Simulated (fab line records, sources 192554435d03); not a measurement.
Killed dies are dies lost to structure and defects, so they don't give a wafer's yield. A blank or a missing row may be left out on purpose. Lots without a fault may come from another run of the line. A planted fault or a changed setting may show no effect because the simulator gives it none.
Split-lot experiment | flow n5_finfet | 7 lots, 21 wafers read, on a route of 1938 steps

THE SPLIT
At N5_BEOL_M9_TRENCH_ETCH_37 (etches SiCOH lowk in C4F6/O2, target depth 151.43 nm, time 49 s), the setting time_s was moved away from the recipe's 49 s on 7 of the 21 wafers read, by -20.6% to +15.7%. The other wafers ran this setting at the recipe's value.

FROM THE SPLIT TO THE READING: what the file shows between them, 9 steps
- N5_BEOL_M9_ETCH_41: etches SiCN in CH3F/O2, target depth 36.6 nm, time 70.1 s
- N5_BEOL_M9_STRIP_80: strips in N2/H2, time 10 s
- N5_BEOL_M9_OCD_MEAS_38
- N5_BEOL_M9_SPUTTER_48: material Cu, target thk 12 nm, time 2 s (also split here: power_w)
- N5_BEOL_M9_ECD_50: material Cu, target thk 318 nm
- N5_BEOL_M9_ANNEAL_51: time 90 s
- N5_BEOL_M9_CMP_52: polishes, stops on SiCOH lowk, t overpolish 7 s, target thk 140 nm
- N5_BEOL_M9_PRE_CLEAN_55: time 15 s
- N5_BEOL_M9_DEP_56: deposits SiCN from 3MS/NH3, target thk 15 nm, time 26.5 s

THE READING
M9_RS, in ohm/sq, at N5_BEOL_M9_RS_MEAS_57 (measures by four-point-probe). Fault-free wafers of this fab line usually give 0.152 ohm/sq, standard deviation 0.0045 ohm/sq.

wafer  | tool, chamber at the split | time_s as run, s | against the recipe | M9_RS, ohm/sq | against lot-mates on the recipe
L075.2 | rie_diel-06, 0             | 39.5             | -19.4%             | 0.196         | +0.049
L075.4 | rie_diel-06, 2             | 49               | recipe             | 0.146         | -
L075.5 | rie_diel-06, 1             | 49               | recipe             | 0.148         | -
L077.1 | rie_diel-06, 0             | 49               | recipe             | 0.151         | -
L077.3 | rie_diel-06, 3             | 52.12            | +6.4%              | 0.135         | -0.011
L077.5 | rie_diel-06, 3             | 49               | recipe             | 0.141         | -
L080.2 | rie_diel-03, 0             | 49               | recipe             | 0.154         | -
L080.5 | rie_diel-03, 2             | 49               | recipe             | 0.149         | -
L080.6 | rie_diel-03, 3             | 49               | recipe             | 0.153         | -
L085.2 | rie_diel-03, 2             | 49               | recipe             | 0.151         | -
L085.3 | rie_diel-03, 1             | 49               | recipe             | 0.155         | -
L085.4 | rie_diel-03, 3             | 49               | recipe             | 0.152         | -
L095.3 | rie_diel-05, 1             | 49               | recipe             | 0.147         | -
L095.4 | rie_diel-05, 2             | 56.71            | +15.7%             | 0.132         | -0.015
L095.6 | rie_diel-05, 2             | 56.71            | +15.7%             | 0.132         | -0.015
L097.3 | rie_diel-03, 3             | 49               | recipe             | 0.161         | -
L097.4 | rie_diel-03, 1             | 40.71            | -16.9%             | 0.192         | +0.033
L097.5 | rie_diel-03, 0             | 49               | recipe             | 0.158         | -
L096.1 | rie_diel-05, 1             | 38.93            | -20.6%             | 0.192         | +0.034
L096.3 | rie_diel-05, 0             | 38.93            | -20.6%             | 0.190         | +0.032
L096.4 | rie_diel-05, 3             | 49               | recipe             | 0.158         | -

THE FIT
A straight line over all 21 wafers: M9_RS changes by -0.00187 ohm/sq for each +1% of time_s; r = -0.95; the points scatter about the line by 0.006 ohm/sq.
The same after taking each lot's own level away (the mean of its wafers on the recipe; 21 wafers): -0.00162 ohm/sq for each +1%; r = -0.95; scatter 0.0054 ohm/sq.
On that fit, the largest move of time_s shifts the reading by 0.033 ohm/sq.
The lots' own levels span 0.1460 to 0.1595 ohm/sq, that is 3.0 times the standard deviation above.
So the lot-to-lot level changes the slope: the two fits differ.
Check: with one of the wafers moved furthest among these (-20.6%) left out of the fit, the line predicts +0.0358 ohm/sq for it against its lot-mates. It came out at +0.034 ohm/sq against them.

OTHER SPLITS ON THESE WAFERS
These wafers also went through other splits before the reading. Each is held against what the fit with the lots' levels taken away leaves over:
other split on the same wafers   | wafers away from the commonest value | r with M9_RS (lot level and that fit taken away)
N5_BEOL_M8_ETCH_65 source_w      | 6                                    | +0.10
N5_BEOL_M8_TRENCH_ETCH_37 time_s | 5                                    | +0.01
N5_BEOL_M9_SPUTTER_48 power_w    | 5                                    | +0.07

THE WHOLE CHAIN: every reading that the file lists as answering this split, in the file's order
step                      | what it does                                                       | reading                                                                          | change (the file's fit)                | r (the file's)
N5_BEOL_M9_TRENCH_ETCH_37 | etches SiCOH lowk in C4F6/O2, target depth 151.43 nm, time 49 s    | etch.depth_nm (the simulator's own value, which no gauge read)                   | +1.35 nm for each +1% of the setting   | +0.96
N5_BEOL_M9_TRENCH_ETCH_37 | etches SiCOH lowk in C4F6/O2, target depth 151.43 nm, time 49 s    | BEOL_M9.feature_depth_nm (the simulator's own value, which no gauge read)        | +1.35 nm for each +1% of the setting   | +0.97
N5_BEOL_M9_TRENCH_ETCH_37 | etches SiCOH lowk in C4F6/O2, target depth 151.43 nm, time 49 s    | TiN_of_BEOL_M9_HM_DEP_02.thk_nm (the simulator's own value, which no gauge read) | -0.0647 nm for each +1% of the setting | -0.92
N5_BEOL_M9_OCD_MEAS_38    |                                                                    | trench_depth_nm                                                                  | +1.35 nm for each +1% of the setting   | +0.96
N5_BEOL_M9_CMP_52         | polishes, stops on SiCOH lowk, t overpolish 7 s, target thk 140 nm | Cu_of_BEOL_M9_ECD_50.thk_nm (the simulator's own value, which no gauge read)     | +1.38 nm for each +1% of the setting   | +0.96
N5_BEOL_M9_RS_MEAS_57     | measures by four-point-probe                                       | M9_RS                                                                            | -0.00181 for each +1% of the setting   | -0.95

THE FILE'S OWN FIT
M9_RS changes by -0.00181 ohm/sq for each +1% of time_s, r = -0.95.
